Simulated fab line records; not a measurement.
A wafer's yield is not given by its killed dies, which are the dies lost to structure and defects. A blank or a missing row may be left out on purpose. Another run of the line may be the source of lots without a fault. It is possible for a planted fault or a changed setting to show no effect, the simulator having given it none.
Matching of chambers	flow nand_harc	NHARC_A_WL_FILL_STRIP_29 on rie_diel-01 has 4 sister chambers
The step strips in O2, time 20 s. 8 wafers are shown with their chamber, then 9 later ones without.

== WAFERS PAIRED WITH THEIR CHAMBERS ==
wafer	chamber	oes_product_au (a.u.)	throttle_valve_pct (%)
L081.1	2	0.994	17.035
L084.2	2	0.989	17.038
L086.1	0	0.999	17.021
L086.3	1	1.006	17.049
L086.6	1	1.006	17.039
L087.3	3	1.003	17.031
L087.5	0	1.002	17.032
L087.6	3	1.003	17.035

== WAFERS WHOSE CHAMBER IS MISSING ==
wafer	oes_product_au (a.u.)	throttle_valve_pct (%)
L089.1	1.003	17.037
L089.2	0.996	17.039
L089.5	0.989	17.034
L088.1	0.992	17.052
L088.2	1.022	17.035
L088.4	1.018	17.040
L091.1	1.000	17.048
L091.5	1.002	17.036
L091.6	1.001	17.040

== WHICH CHAMBER EACH WENT THROUGH ==
wafer	from the rows above	in truth
L089.1	can't be placed: 3 or 1 or 0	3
L089.2	can't be placed: 2 or 0 or 3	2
L089.5	2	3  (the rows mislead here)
L088.1	2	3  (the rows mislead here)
L088.2	can't be placed: 1 or 3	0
L088.4	can't be placed: 1 or 3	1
L091.1	can't be placed: 1 or 3 or 0 or 2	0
L091.5	can't be placed: 3 or 0 or 1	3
L091.6	can't be placed: 3 or 0 or 1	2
0 of 9 placed correctly. Cannot be placed on the basis of these rows: 7; the candidates contain the true chamber in 5. Number placed wrongly: 2.
How it was worked out, from the rows above alone: a wafer's distance from a chamber is the root of the sum, over the readings, of the square of ((its reading less the chamber's mean) divided by the reading's scatter). The wafer belongs to the nearest chamber; if the next one is less than 2 further off, it can't be placed. Each chamber's mean is taken over the wafers shown for it. The scatter: the root of (the sum of the squares of (reading less its chamber's mean) over the shown wafers, divided by (wafers less chambers)).
